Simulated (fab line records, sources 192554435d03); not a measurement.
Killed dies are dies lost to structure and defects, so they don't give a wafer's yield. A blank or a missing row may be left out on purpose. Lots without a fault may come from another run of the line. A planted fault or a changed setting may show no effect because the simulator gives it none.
fab line records | flow n5_finfet
record lots=5 wafers=15 last_day=17
route steps=1938 shown BEOL_M1@813 BEOL_M2@841
lots that met no fault: from a run of the same line without faults
start_h: hours from the record's first day to the start of the lot's first wafer shown | wait_h: hours since the lot's step before | " the same as in the row above | L1.1+2: a row that stands for several wafers | - no value, or no start given | * or withheld: withheld | < > ~ a bound
route shown NAME@n: a module of which the file shows steps, and the number in the route of the first | usual: mean/standard deviation of fault-free wafers | same: alike in all rows | chamber/n: place in a boat | sites: the reading at each site | _std_site: their standard deviation | _edge_site: outer sites' mean less inner sites' | radius_mm: how far each site lies from the wafer's centre | mask NAME#n: copy n | behind: the tool/chamber that last shaped the wafer | hold: why the lot was held/for how many hours/how that ended | device: the transistor (n, p or np) that didn't switch | end of line: the same wafers' tests at the end of the route | a step without rows: its recipe alone | killed: dies lost to structure and defects at the first sort, not the wafer's yield | map: a wafer's dies, x killed, . not, _ none there
set.NAME: the setting as run; set.NAME@STEP: as run at that earlier step | model.NAME: the simulator's own value behind a step, which no gauge read
lots at some steps of the route; a table a step, a row a wafer
services: from which hour (start_h, from the record's first day; less than 0 if before it) a tool's chamber was out of use, for how many hours, and why
## steps
# step N5_BEOL_M1_CVD_47
# recipe material=Co target_thk_a=30 temp_c=withheld precursor=CCTBA/H2 pressure_torr=30 time_s=223.8
# usual chamber_pressure_Torr=30.00/0.064
# columns lot.wafer tool chamber start_h wait_h chamber_pressure_Torr
L078.3 cvd_co-01 2 172.80 0.3 29.91
L078.4 " 2 " " 30.08
L078.6 " 1 " " 30.17
L084.2 cvd_co-02 0 181.17 0.0 30.00
L084.3 " 2 " " 30.08
L084.6 " 1 " " 29.99
L085.2 cvd_co-01 0 190.67 0.1 29.86
L085.4 " 0 " " 29.83
L085.5 " 2 " " 29.96
L090.1 cvd_co-01 0 217.70 0.1 30.02
L090.5 " 0 " " 30.04
L090.6 " 1 " " 29.96
L096.2 cvd_co-02 0 260.74 0.3 30.01
L096.5 " 0 " " 29.88
L096.6 " 1 " " 30.04
# step N5_BEOL_M1_SPUTTER_48
# recipe material=Cu target_thk_a=45 temp_c=-20 chamber_pressure_pa=0.07 power_w=withheld time_s=8.29
# usual chamber_pressure_pa=0.06999/0.00014 throttle_valve_pct=29.4/1.1
# columns lot.wafer tool chamber start_h wait_h chamber_pressure_pa throttle_valve_pct
L078.3 pvd_sputter-02 - 173.09 0.2 0.06981 29.9
L078.4 " - " " 0.07004 28.1
L078.6 " - " " 0.06993 30.4
L084.2 pvd_sputter-02 - 181.47 0.2 0.06996 30.7
L084.3 " - " " 0.07004 28.3
L084.6 " - " " 0.06996 30.4
L085.2 pvd_sputter-03 - 190.84 0.1 0.07017 29.6
L085.4 " - " " 0.0701 29.4
L085.5 " - " " 0.07005 29.3
L090.1 pvd_sputter-03 - 219.45 1.7 0.07003 29.4
L090.5 " - " " 0.07003 29.5
L090.6 " - " " 0.07001 27.5
L096.2 pvd_sputter-03 - 262.33 1.5 0.07015 30.4
L096.5 " - " " 0.06993 30.0
L096.6 " - " " 0.06996 29.2
# step N5_BEOL_M1_ANNEAL_49
# recipe temp_c=400 time_s=240 ambient=vacuum
# usual heater_power_w=842/88 susceptor_temp_C_max=400.9/0.37
# columns lot.wafer tool chamber start_h wait_h heater_power_w susceptor_temp_C_max
L078.3 pvd_sputter-02 - 173.17 0.0 793 401.8
L078.4 " - " " 846 401.1
L078.6 " - " " 1010 400.9
L084.2 pvd_sputter-02 - 181.55 0.0 1038 400.8
L084.3 " - " " 831 401.3
L084.6 " - " " 1033 401.1
L085.2 pvd_sputter-03 - 190.92 0.0 847 400.9
L085.4 " - " " 895 400.9
L085.5 " - " " 858 400.6
L090.1 pvd_sputter-03 - 219.53 0.0 862 400.7
L090.5 " - " " 851 400.7
L090.6 " - " " 686 400.4
L096.2 pvd_sputter-03 - 262.41 0.0 864 400.6
L096.5 " - " " 878 400.7
L096.6 " - " " 876 400.3
# step N5_BEOL_M1_SPUTTER_79
# recipe material=Cu target_thk_a=45 temp_c=-20 chamber_pressure_pa=0.07 power_w=withheld time_s=8.29
# usual chamber_pressure_pa=0.07002/0.00014 throttle_valve_pct=29.3/1.2
# columns lot.wafer tool chamber start_h wait_h chamber_pressure_pa throttle_valve_pct
L078.3 pvd_sputter-02 - 173.31 0.1 0.07033 29.8
L078.4 " - " " 0.07024 28.0
L078.6 " - " " 0.07002 30.5
L084.2 pvd_sputter-02 - 181.69 0.1 0.06974 30.4
L084.3 " - " " 0.06979 28.2
L084.6 " - " " 0.06997 30.5
L085.2 pvd_sputter-03 - 191.06 0.1 0.06986 29.5
L085.4 " - " " 0.07002 29.2
L085.5 " - " " 0.06959 29.6
L090.1 pvd_sputter-03 - 219.67 0.1 0.06994 29.7
L090.5 " - " " 0.06998 29.6
L090.6 " - " " 0.07019 27.2
L096.2 pvd_sputter-03 - 262.55 0.1 0.07002 30.3
L096.5 " - " " 0.07034 30.2
L096.6 " - " " 0.07 29.3
# step N5_BEOL_M1_ANNEAL_80
# recipe temp_c=400 time_s=240 ambient=vacuum
# usual heater_power_w=842/89 susceptor_temp_C_max=400.8/0.4
# columns lot.wafer tool chamber start_h wait_h heater_power_w susceptor_temp_C_max
L078.3 pvd_sputter-02 - 173.39 0.0 811 401.4
L078.4 " - " " 797 400.7
L078.6 " - " " 1038 400.4
L084.2 pvd_sputter-02 - 181.77 0.0 1044 400.6
L084.3 " - " " 804 401.2
L084.6 " - " " 1019 400.5
L085.2 pvd_sputter-03 - 191.14 0.0 852 400.9
L085.4 " - " " 878 400.5
L085.5 " - " " 848 401.4
L090.1 pvd_sputter-03 - 219.75 0.0 844 400.5
L090.5 " - " " 863 401.3
L090.6 " - " " 692 400.8
L096.2 pvd_sputter-03 - 262.63 0.0 858 400.6
L096.5 " - " " 892 400.9
L096.6 " - " " 889 400.4
# step N5_BEOL_M1_SPUTTER_81
# recipe material=Cu target_thk_a=45 temp_c=-20 chamber_pressure_pa=0.07 power_w=withheld time_s=8.29
# usual chamber_pressure_pa=0.07/0.00014 throttle_valve_pct=29.4/1.2
# columns lot.wafer tool chamber start_h wait_h chamber_pressure_pa throttle_valve_pct
L078.3 pvd_sputter-02 - 173.53 0.1 0.0703 29.7
L078.4 " - " " 0.06964 28.0
L078.6 " - " " 0.06986 30.3
L084.2 pvd_sputter-02 - 181.91 0.1 0.0702 30.2
L084.3 " - " " 0.06988 28.0
L084.6 " - " " 0.07 30.5
L085.2 pvd_sputter-03 - 191.28 0.1 0.07 29.7
L085.4 " - " " 0.06977 29.2
L085.5 " - " " 0.07014 29.7
L090.1 pvd_sputter-03 - 219.89 0.1 0.06999 29.5
L090.5 " - " " 0.07023 29.7
L090.6 " - " " 0.06991 27.5
L096.2 pvd_sputter-03 - 262.77 0.1 0.06998 30.5
L096.5 " - " " 0.06984 30.4
L096.6 " - " " 0.06978 29.2
# step N5_BEOL_M1_ANNEAL_82
# recipe temp_c=400 time_s=240 ambient=vacuum
# usual heater_power_w=839/86 susceptor_temp_C_max=400.9/0.33
# columns lot.wafer tool chamber start_h wait_h heater_power_w susceptor_temp_C_max
L078.3 pvd_sputter-02 - 173.61 0.0 803 401.4
L078.4 " - " " 789 401.0
L078.6 " - " " 1028 400.8
L084.2 pvd_sputter-02 - 181.99 0.0 1004 400.8
L084.3 " - " " 803 400.7
L084.6 " - " " 1046 400.8
L085.2 pvd_sputter-03 - 191.36 0.0 847 400.9
L085.4 " - " " 905 400.9
L085.5 " - " " 830 401.1
L090.1 pvd_sputter-03 - 219.97 0.0 862 400.6
L090.5 " - " " 843 400.6
L090.6 " - " " 690 400.5
L096.2 pvd_sputter-03 - 262.85 0.0 854 400.9
L096.5 " - " " 878 400.5
L096.6 " - " " 887 400.9
# step N5_BEOL_M1_SPUTTER_86
# recipe material=Cu target_thk_a=45 temp_c=-20 chamber_pressure_pa=0.07 power_w=withheld time_s=8.29
# usual chamber_pressure_pa=0.07/0.00013 throttle_valve_pct=29.3/1.2
# columns lot.wafer tool chamber start_h wait_h chamber_pressure_pa throttle_valve_pct
L078.3 pvd_sputter-02 - 173.75 0.1 0.07016 29.9
L078.4 " - " " 0.06966 27.8
L078.6 " - " " 0.07012 30.3
L084.2 pvd_sputter-02 - 182.13 0.1 0.06998 30.1
L084.3 " - " " 0.07023 28.0
L084.6 " - " " 0.06978 30.6
L085.2 pvd_sputter-03 - 191.50 0.1 0.07 29.7
L085.4 " - " " 0.07008 29.1
L085.5 " - " " 0.07003 29.5
L090.1 pvd_sputter-03 - 220.11 0.1 0.06994 29.5
L090.5 " - " " 0.06999 29.6
L090.6 " - " " 0.07007 27.7
L096.2 pvd_sputter-03 - 262.99 0.1 0.06983 30.2
L096.5 " - " " 0.06993 30.3
L096.6 " - " " 0.0699 29.4
# step N5_BEOL_M1_ANNEAL_87
# recipe temp_c=400 time_s=240 ambient=vacuum
# usual heater_power_w=840/89 susceptor_temp_C_max=400.9/0.37
# columns lot.wafer tool chamber start_h wait_h heater_power_w susceptor_temp_C_max
L078.3 pvd_sputter-02 - 173.83 0.0 829 401.2
L078.4 " - " " 806 400.8
L078.6 " - " " 1046 401.2
L084.2 pvd_sputter-02 - 182.21 0.0 1032 400.8
L084.3 " - " " 786 400.8
L084.6 " - " " 1051 401.1
L085.2 pvd_sputter-03 - 191.58 0.0 852 401.3
L085.4 " - " " 900 400.5
L085.5 " - " " 852 400.7
L090.1 pvd_sputter-03 - 220.19 0.0 871 401.0
L090.5 " - " " 844 400.8
L090.6 " - " " 697 400.7
L096.2 pvd_sputter-03 - 263.07 0.0 894 400.5
L096.5 " - " " 857 400.5
L096.6 " - " " 892 400.8
# step N5_BEOL_M1_SPUTTER_88
# recipe material=Cu target_thk_a=45 temp_c=-20 chamber_pressure_pa=0.07 power_w=withheld time_s=8.29
# usual chamber_pressure_pa=0.07/0.00015 throttle_valve_pct=29.3/1.2
# columns lot.wafer tool chamber start_h wait_h chamber_pressure_pa throttle_valve_pct
L078.3 pvd_sputter-02 - 173.97 0.1 0.06998 30.0
L078.4 " - " " 0.06996 27.9
L078.6 " - " " 0.06967 30.1
L084.2 pvd_sputter-02 - 182.35 0.1 0.07036 30.4
L084.3 " - " " 0.06986 28.1
L084.6 " - " " 0.07005 30.4
L085.2 pvd_sputter-03 - 191.72 0.1 0.07009 29.5
L085.4 " - " " 0.06996 29.2
L085.5 " - " " 0.0698 29.9
L090.1 pvd_sputter-03 - 220.33 0.1 0.07002 29.6
L090.5 " - " " 0.07016 29.7
L090.6 " - " " 0.06997 27.5
L096.2 pvd_sputter-03 - 263.21 0.1 0.06981 30.3
L096.5 " - " " 0.0695 30.2
L096.6 " - " " 0.0696 28.9
# step N5_BEOL_M1_ANNEAL_89
# recipe temp_c=400 time_s=240 ambient=vacuum
# usual heater_power_w=841/89 susceptor_temp_C_max=400.8/0.36
# columns lot.wafer tool chamber start_h wait_h heater_power_w susceptor_temp_C_max
L078.3 pvd_sputter-02 - 174.05 0.0 826 400.8
L078.4 " - " " 793 400.9
L078.6 " - " " 1052 401.2
L084.2 pvd_sputter-02 - 182.43 0.0 1030 400.0
L084.3 " - " " 813 401.0
L084.6 " - " " 1047 400.8
L085.2 pvd_sputter-03 - 191.80 0.0 863 400.3
L085.4 " - " " 874 400.9
L085.5 " - " " 847 400.8
L090.1 pvd_sputter-03 - 220.41 0.0 837 400.6
L090.5 " - " " 851 400.9
L090.6 " - " " 676 400.5
L096.2 pvd_sputter-03 - 263.29 0.0 879 400.6
L096.5 " - " " 859 400.3
L096.6 " - " " 903 400.4
# step N5_BEOL_M1_SPUTTER_90
# recipe material=Cu target_thk_a=45 temp_c=-20 chamber_pressure_pa=0.07 power_w=withheld time_s=8.29
# usual chamber_pressure_pa=0.06998/0.00014 throttle_valve_pct=29.3/1.2
# columns lot.wafer tool chamber start_h wait_h chamber_pressure_pa throttle_valve_pct
L078.3 pvd_sputter-02 - 174.19 0.1 0.06989 29.7
L078.4 " - " " 0.06995 28.5
L078.6 " - " " 0.0702 30.3
L084.2 pvd_sputter-02 - 182.57 0.1 0.06971 30.3
L084.3 " - " " 0.07009 27.7
L084.6 " - " " 0.07004 30.0
L085.2 pvd_sputter-03 - 191.94 0.1 0.06997 29.8
L085.4 " - " " 0.06986 29.2
L085.5 " - " " 0.06968 29.4
L090.1 pvd_sputter-03 - 220.55 0.1 0.06968 29.7
L090.5 " - " " 0.06978 29.7
L090.6 " - " " 0.07002 27.1
L096.2 pvd_sputter-03 - 263.43 0.1 0.07013 30.5
L096.5 " - " " 0.07003 30.5
L096.6 " - " " 0.07006 29.4
# step N5_BEOL_M1_ANNEAL_91
# recipe temp_c=400 time_s=240 ambient=vacuum
# usual heater_power_w=841/88 susceptor_temp_C_max=400.9/0.34
# columns lot.wafer tool chamber start_h wait_h heater_power_w susceptor_temp_C_max
L078.3 pvd_sputter-02 - 174.27 0.0 827 400.5
L078.4 " - " " 813 400.8
L078.6 " - " " 1032 400.8
L084.2 pvd_sputter-02 - 182.65 0.0 1051 400.3
L084.3 " - " " 794 400.5
L084.6 " - " " 1041 400.8
L085.2 pvd_sputter-03 - 192.02 0.0 839 401.3
L085.4 " - " " 879 401.0
L085.5 " - " " 869 401.0
L090.1 pvd_sputter-03 - 220.63 0.0 863 400.7
L090.5 " - " " 844 401.0
L090.6 " - " " 680 400.4
L096.2 pvd_sputter-03 - 263.51 0.0 825 400.5
L096.5 " - " " 875 400.9
L096.6 " - " " 890 400.6
# step N5_BEOL_M1_SPUTTER_92
# recipe material=Cu target_thk_a=45 temp_c=-20 chamber_pressure_pa=0.07 power_w=withheld time_s=8.29
# usual chamber_pressure_pa=0.07001/0.00014 throttle_valve_pct=29.4/1.2
# columns lot.wafer tool chamber start_h wait_h chamber_pressure_pa throttle_valve_pct
L078.3 pvd_sputter-02 - 174.41 0.1 0.06963 30.1
L078.4 " - " " 0.07004 27.9
L078.6 " - " " 0.06985 30.2
L084.2 pvd_sputter-02 - 182.79 0.1 0.07001 30.3
L084.3 " - " " 0.06986 27.9
L084.6 " - " " 0.07021 30.5
L085.2 pvd_sputter-03 - 192.16 0.1 0.06985 29.4
L085.4 " - " " 0.07007 29.1
L085.5 " - " " 0.0698 29.6
L090.1 pvd_sputter-03 - 220.77 0.1 0.06994 29.5
L090.5 " - " " 0.06984 29.8
L090.6 " - " " 0.07004 27.4
L096.2 pvd_sputter-03 - 263.65 0.1 0.0699 30.1
L096.5 " - " " 0.07001 30.0
L096.6 " - " " 0.07007 29.2
# step N5_BEOL_M1_ANNEAL_93
# recipe temp_c=400 time_s=240 ambient=vacuum
# usual heater_power_w=841/86 susceptor_temp_C_max=400.8/0.36
# columns lot.wafer tool chamber start_h wait_h heater_power_w susceptor_temp_C_max
L078.3 pvd_sputter-02 - 174.49 0.0 808 401.3
L078.4 " - " " 811 401.1
L078.6 " - " " 1046 400.7
L084.2 pvd_sputter-02 - 182.87 0.0 1028 400.7
L084.3 " - " " 818 400.6
L084.6 " - " " 1015 400.3
L085.2 pvd_sputter-03 - 192.24 0.0 852 401.4
L085.4 " - " " 892 400.9
L085.5 " - " " 837 400.9
L090.1 pvd_sputter-03 - 220.85 0.0 829 401.2
L090.5 " - " " 860 400.9
L090.6 " - " " 681 400.2
L096.2 pvd_sputter-03 - 263.73 0.0 876 400.4
L096.5 " - " " 867 400.6
L096.6 " - " " 885 400.4
# step N5_BEOL_M1_SPUTTER_94
# recipe material=Cu target_thk_a=45 temp_c=-20 chamber_pressure_pa=0.07 power_w=withheld time_s=8.29
# usual chamber_pressure_pa=0.07/0.00014 throttle_valve_pct=29.4/1.2
# columns lot.wafer tool chamber start_h wait_h chamber_pressure_pa throttle_valve_pct
L078.3 pvd_sputter-02 - 174.63 0.1 0.06991 29.9
L078.4 " - " " 0.06999 28.0
L078.6 " - " " 0.06991 30.5
L084.2 pvd_sputter-02 - 183.01 0.1 0.06994 30.2
L084.3 " - " " 0.06974 27.9
L084.6 " - " " 0.06997 30.4
L085.2 pvd_sputter-03 - 192.38 0.1 0.07004 29.5
L085.4 " - " " 0.06982 29.2
L085.5 " - " " 0.07011 29.6
L090.1 pvd_sputter-03 - 220.99 0.1 0.07017 29.8
L090.5 " - " " 0.0702 29.5
L090.6 " - " " 0.06996 27.3
L096.2 pvd_sputter-03 - 263.87 0.1 0.07006 30.3
L096.5 " - " " 0.06981 30.2
L096.6 " - " " 0.0697 29.2
# step N5_BEOL_M1_ANNEAL_95
# recipe temp_c=400 time_s=240 ambient=vacuum
# usual heater_power_w=843/89 susceptor_temp_C_max=400.8/0.34
# columns lot.wafer tool chamber start_h wait_h heater_power_w susceptor_temp_C_max
L078.3 pvd_sputter-02 - 174.71 0.0 803 401.2
L078.4 " - " " 801 401.1
L078.6 " - " " 1008 401.0
L084.2 pvd_sputter-02 - 183.09 0.0 1022 400.3
L084.3 " - " " 796 400.8
L084.6 " - " " 1026 400.6
L085.2 pvd_sputter-03 - 192.46 0.0 840 401.1
L085.4 " - " " 909 400.9
L085.5 " - " " 866 400.7
L090.1 pvd_sputter-03 - 221.07 0.0 845 401.2
L090.5 " - " " 846 400.9
L090.6 " - " " 685 400.1
L096.2 pvd_sputter-03 - 263.95 0.0 866 400.7
L096.5 " - " " 860 400.7
L096.6 " - " " 882 400.6
# step N5_BEOL_M1_SPUTTER_96
# recipe material=Cu target_thk_a=45 temp_c=-20 chamber_pressure_pa=0.07 power_w=withheld time_s=8.29
# usual chamber_pressure_pa=0.06999/0.00013 throttle_valve_pct=29.3/1.2
# columns lot.wafer tool chamber start_h wait_h chamber_pressure_pa throttle_valve_pct
L078.3 pvd_sputter-02 - 174.85 0.1 0.06977 29.8
L078.4 " - " " 0.07015 28.1
L078.6 " - " " 0.06986 30.2
L084.2 pvd_sputter-02 - 183.23 0.1 0.06979 30.3
L084.3 " - " " 0.07009 28.2
L084.6 " - " " 0.07002 30.3
L085.2 pvd_sputter-03 - 192.60 0.1 0.07004 29.8
L085.4 " - " " 0.07019 29.2
L085.5 " - " " 0.06983 29.4
L090.1 pvd_sputter-03 - 221.21 0.1 0.07021 29.7
L090.5 " - " " 0.07012 29.8
L090.6 " - " " 0.07021 27.5
L096.2 pvd_sputter-03 - 264.09 0.1 0.06994 30.1
L096.5 " - " " 0.07009 30.3
L096.6 " - " " 0.07013 29.2
# step N5_BEOL_M1_ECD_50
# recipe material=Cu target_thk_a=3000
# columns lot.wafer tool chamber start_h wait_h
L078.3+4+6 ecd_cu-01 1,0,0 174.99 0.1
L084.2+3+6 ecd_cu-02 0,1,1 183.35 0.1
L085.2+4+5 ecd_cu-02 0,1,1 192.71 0.1
L090.1+5+6 ecd_cu-02 0,1,0 221.33 0.1
L096.2+5+6 ecd_cu-02 1,0,1 264.20 0.1
# step N5_BEOL_M1_ANNEAL_51
# recipe temp_c=225 time_s=90 ambient=N2
# usual wafer_temp_C_max=226.4/0.34
# columns lot.wafer tool chamber start_h wait_h wafer_temp_C_max
L078.3 rtp_anneal-01 0 175.14 0.1 226.5
L078.4 " 0 " " 226.8
L078.6 " 0 " " 226.5
L084.2 rtp_anneal-02 0 183.47 0.1 226.1
L084.3 " 0 " " 226.5
L084.6 " 0 " " 226.3
L085.2 rtp_anneal-01 0 192.84 0.1 226.2
L085.4 " 0 " " 225.9
L085.5 " 0 " " 225.8
L090.1 rtp_anneal-01 0 221.41 0.1 226.4
L090.5 " 0 " " 226.6
L090.6 " 0 " " 226.1
L096.2 rtp_anneal-02 0 264.33 0.1 226.9
L096.5 " 0 " " 226.5
L096.6 " 0 " " 226.4
# step N5_BEOL_M1_CMP_52
# recipe stop_on=SiOC t_overpolish_s=6.8 down_force_psi=1 platen_rpm=50 clearing_platen_down_force_psi=1.5 clearing_platen_rpm=50 post_cmp_clean=cu_alkaline target_thk_nm=40 clearing_platen_pad_velocity_m_s=0.99484 pad_velocity_m_s=0.99484
# usual barrier_field_endpoint_s=24.6/0.57 motor_current_A=6.1/0.57 overpolish_run_s=6.800/0.0087 time_to_endpoint_s=62.4/2.5
# same t_overpolish_s=6.8
# columns lot.wafer tool chamber start_h wait_h barrier_field_endpoint_s motor_current_A overpolish_run_s time_to_endpoint_s
L078.3 cmp-04 0 175.35 0.2 24.2 6.1 6.802 60.1
L078.4 " 2 " " 24.5 5.9 6.803 62.3
L078.6 " 0 " " 24.6 6.1 6.800 61.8
L084.2 cmp-01 3 183.73 0.2 23.7 5.4 6.792 62.9
L084.3 " 2 " " 25.0 6.6 6.810 62.0
L084.6 " 0 " " 24.9 6.5 6.794 64.8
L085.4 cmp-02 3 193.13 0.2 24.0 5.0 6.806 60.1
L085.2 " 0 " " 25.1 6.6 6.804 67.5
L085.5 " 3 " " 24.3 5.1 6.805 62.4
L090.1 cmp-01 1 221.71 0.3 24.8 6.0 6.808 60.9
L090.5 " 1 " " 24.5 6.1 6.802 59.4
L090.6 " 2 " " 25.3 6.8 6.800 63.6
L096.2 cmp-04 2 264.71 0.3 24.5 6.0 6.804 63.1
L096.5 " 3 " " 25.0 6.1 6.807 63.7
L096.6 " 0 " " 24.8 6.4 6.802 60.7
# step N5_BEOL_M1_THK_MEAS_53
# recipe thk_meas_gauge=xrf reads=Cu_of_BEOL_M1_ECD_50
# usual M1_THK=40.4/1.4
# columns lot.wafer tool chamber start_h wait_h M1_THK[nm]
L078.3 film_metro-01 - 175.64 - 38.5
L078.4 " - " " 39.6
L078.6 " - " " 40.0
L084.2 film_metro-01 - 184.02 - 37.6
L084.3 " - " " 39.7
L084.6 " - " " 40.9
L085.2 film_metro-02 - 193.38 - 38.8
L085.4 " - " " 39.8
L085.5 " - " " 38.5
L090.1 film_metro-01 - 222.00 - 39.0
L090.5 " - " " 42.2
L090.6 " - " " 42.9
L096.2 film_metro-02 - 264.89 - 39.3
L096.5 " - " " 40.4
L096.6 " - " " 41.7
# step N5_BEOL_M1_PRE_CLEAN_60
# recipe gas=NH3/H2 time_s=15 temp_c=* rf_power_w=300
# usual heater_power_w=83/8.1 rf_fwd_power_W=296.4/1.5
# columns lot.wafer tool chamber start_h wait_h heater_power_w rf_fwd_power_W
L078.3 cvd_co-01 1 175.68 0.0 73 295.7
L078.4 " 1 " " 74 296.8
L078.6 " 0 " " 80 295.4
L084.2 cvd_co-01 2 184.06 0.0 95 297.6
L084.3 " 0 " " 77 295.1
L084.6 " 1 " " 72 295.5
L085.2 cvd_co-01 2 193.42 0.0 97 297.3
L085.4 " 1 " " 72 298.1
L085.5 " 0 " " 77 295.0
L090.1 cvd_co-02 2 222.04 0.0 86 295.3
L090.5 " 0 " " 83 297.5
L090.6 " 2 " " 88 293.4
L096.2 cvd_co-02 1 264.93 0.0 81 295.9
L096.5 " 1 " " 81 296.4
L096.6 " 0 " " 82 297.6
# step N5_BEOL_M1_CO_CAP_55
# recipe material=Co target_thk_a=20 temp_c=200 precursor=CCTBA/H2 pressure_torr=30 time_s=102.1
# usual chamber_pressure_Torr=30.00/0.066 heater_power_w=233/10
# columns lot.wafer tool chamber start_h wait_h chamber_pressure_Torr heater_power_w
L078.3 cvd_co-01 1 175.72 0.0 30.08 218
L078.4 " 1 " " 30.07 225
L078.6 " 0 " " 30.08 227
L084.2 cvd_co-01 2 184.10 0.0 30.08 252
L084.3 " 0 " " 29.99 227
L084.6 " 1 " " 30.01 221
L085.2 cvd_co-01 2 193.46 0.0 29.99 250
L085.4 " 1 " " 30.01 221
L085.5 " 0 " " 29.92 225
L090.1 cvd_co-02 2 222.08 0.0 29.93 236
L090.5 " 0 " " 30.13 236
L090.6 " 2 " " 29.85 242
L096.2 cvd_co-02 1 264.99 0.0 29.99 237
L096.5 " 1 " " 29.91 239
L096.6 " 0 " " 29.88 232
# step N5_BEOL_M1_PRE_CLEAN_56
# recipe gas=NH3 time_s=15 temp_c=withheld rf_power_w=300
# usual rf_fwd_power_W=295.4/1.5
# columns lot.wafer tool chamber start_h wait_h rf_fwd_power_W
L078.3 pecvd-01 2 175.81 0.1 296.0
L078.4 " 2 " " 296.2
L078.6 " 0 " " 294.9
L084.2 pecvd-03 1 184.19 0.1 293.7
L084.3 " 0 " " 295.0
L084.6 " 1 " " 293.5
L085.2 pecvd-01 0 193.55 0.1 296.6
L085.4 " 2 " " 295.1
L085.5 " 0 " " 296.2
L090.1 pecvd-01 2 222.17 0.1 296.2
L090.5 " 1 " " 294.5
L090.6 " 0 " " 297.2
L096.2 pecvd-03 0 265.11 0.1 296.0
L096.5 " 1 " " 294.6
L096.6 " 2 " " 295.3
# step N5_BEOL_M1_DEP_57
# recipe material=SiCN target_thk_a=80 temp_c=withheld precursor=3MS/NH3 pressure_torr=3 rf_w=202 time_s=14
# usual chamber_pressure_Torr=3.001/0.0065 rf_fwd_power_W=199.7/0.91 showerhead_plenum_p_Torr=3.665/0.012 throttle_valve_pct=8.91/0.26
# columns lot.wafer tool chamber start_h wait_h chamber_pressure_Torr rf_fwd_power_W showerhead_plenum_p_Torr throttle_valve_pct
L078.3 pecvd-01 2 175.83 0.0 2.993 200.1 3.646 8.65
L078.4 " 2 " " 3.005 199.1 3.646 8.93
L078.6 " 0 " " 2.994 201.6 3.657 9.45
L084.2 pecvd-03 1 184.21 0.0 2.997 200.0 3.676 8.64
L084.3 " 0 " " 3.017 200.2 3.694 9.15
L084.6 " 1 " " 3.006 200.3 3.665 8.83
L085.2 pecvd-01 0 193.58 0.0 2.991 200.3 3.668 9.25
L085.4 " 2 " " 3.005 200.1 3.658 9.09
L085.5 " 0 " " 3.003 200.3 3.663 9.23
L090.1 pecvd-01 2 222.19 0.0 2.995 200.7 3.645 8.97
L090.5 " 1 " " 2.993 201.2 3.690 8.80
L090.6 " 0 " " 3.000 200.0 3.658 9.02
L096.2 pecvd-03 0 265.14 0.0 3.002 199.6 3.675 9.18
L096.5 " 1 " " 3.004 199.3 3.657 8.82
L096.6 " 2 " " 3.011 200.0 3.665 8.88
# step N5_BEOL_M1_RS_MEAS_58
# recipe thk_meas_gauge=four-point-probe reads=Co_of_BEOL_M1_CO_CAP_55+Cu_of_BEOL_M1_ECD_50+Co_of_BEOL_M1_CVD_47+TaN_of_BEOL_M1_ALD_84
# usual M1_RS=0.67/0.031
# columns lot.wafer tool chamber start_h wait_h M1_RS[ohm/sq]
L078.3 film_metro-02 - 175.90 0.1 0.70
L078.4 " - " " 0.68
L078.6 " - " " 0.67
L084.2 film_metro-02 - 184.28 0.1 0.73
L084.3 " - " " 0.69
L084.6 " - " " 0.66
L085.2 film_metro-01 - 193.64 0.1 0.69
L085.4 " - " " 0.68
L085.5 " - " " 0.70
L090.1 film_metro-01 - 222.26 0.0 0.71
L090.5 " - " " 0.64
L090.6 " - " " 0.62
L096.2 film_metro-01 - 265.20 0.1 0.70
L096.5 " - " " 0.68
L096.6 " - " " 0.65
# step N5_BEOL_M1_INSPECT_59
# recipe inspect_instrument=darkfield mode=post_dep
# usual raw_defect_count=78/26
# columns lot.wafer tool chamber start_h wait_h raw_defect_count
L078.3 defect_inspect-02 - 175.93 0.0 46
L078.4 " - " " 68
L078.6 " - " " 70
L084.2 defect_inspect-01 - 184.31 0.0 105
L084.3 " - " " 70
L084.6 " - " " 50
L085.2 defect_inspect-01 - 193.67 0.0 89
L085.4 " - " " 55
L085.5 " - " " 75
L090.1 defect_inspect-01 - 222.29 0.0 57
L090.5 " - " " 74
L090.6 " - " " 70
L096.2 defect_inspect-02 - 265.23 0.0 82
L096.5 " - " " 47
L096.6 " - " " 66
# step N5_BEOL_M2_ILD_DEP_00
# recipe material=SiOC target_thk_a=790 temp_c=350 precursor=DEMS/O2 pressure_torr=5 rf_w=500 time_s=15.3
# usual chamber_pressure_Torr=5.001/0.011 heater_power_w=476/62 rf_fwd_power_W=494.9/1.9 showerhead_plenum_p_Torr=5.706/0.017 throttle_valve_pct=11.9/0.54
# columns lot.wafer tool chamber start_h wait_h chamber_pressure_Torr heater_power_w rf_fwd_power_W showerhead_plenum_p_Torr throttle_valve_pct
L078.3 pecvd-02 0 175.97 0.0 4.999 467 495.5 5.690 12.5
L078.4 " 2 " " 4.997 490 498.3 5.725 11.0
L078.6 " 1 " " 4.988 494 494.8 5.710 12.3
L084.2 pecvd-02 1 184.35 0.0 5.024 431 495.4 5.733 12.2
L084.3 " 0 " " 5.003 468 496.4 5.703 12.6
L084.6 " 0 " " 4.999 480 493.8 5.691 12.6
L085.2 pecvd-02 0 193.71 0.0 5.000 465 494.1 5.707 12.7
L085.4 " 2 " " 5.002 464 496.5 5.711 11.0
L085.5 " 1 " " 4.993 517 497.3 5.720 12.5
L090.1 pecvd-02 1 222.32 0.0 5.001 493 494.2 5.726 12.2
L090.5 " 1 " " 4.987 507 494.3 5.721 12.1
L090.6 " 2 " " 4.994 488 497.0 5.727 11.3
L096.2 pecvd-02 0 265.27 0.0 4.986 460 495.2 5.720 13.0
L096.5 " 1 " " 5.013 445 494.5 5.716 12.1
L096.6 " 0 " " 5.000 473 494.3 5.694 12.8
## services
# columns tool chamber start_h hours kind
pecvd-02 - 151.87 5.5 pm
pvd_sputter-03 - 152.34 6.3 repair
cvd_co-01 - 158.36 2.8 pm
pvd_sputter-03 - 160.23 10.0 repair
cvd_co-02 - 161.11 14.6 pm
cmp-04 - 182.97 5.8 pm
ecd_cu-01 - 185.18 0.7 repair
pecvd-01 0 186.10 5.5 scheduled_down
cmp-02 - 187.17 3.8 repair
pecvd-02 1 189.65 2.1 scheduled_down
ecd_cu-01 - 191.69 1.2 repair
pecvd-01 - 200.46 0.3 repair
pecvd-03 - 201.67 6.0 pm
cmp-02 - 213.67 5.1 repair
cmp-04 - 218.96 4.0 pm
cmp-04 - 226.06 0.5 repair
cmp-01 - 231.43 2.0 repair
pecvd-01 2 232.52 6.1 repair
pvd_sputter-02 - 239.55 2.6 repair
ecd_cu-01 - 240.67 0.2 repair
cmp-01 - 245.83 6.2 pm
cvd_co-02 2 257.04 21.8 repair
pecvd-01 - 261.97 1.2 repair
rtp_anneal-01 - 262.45 4.9 pm
## key
fault none
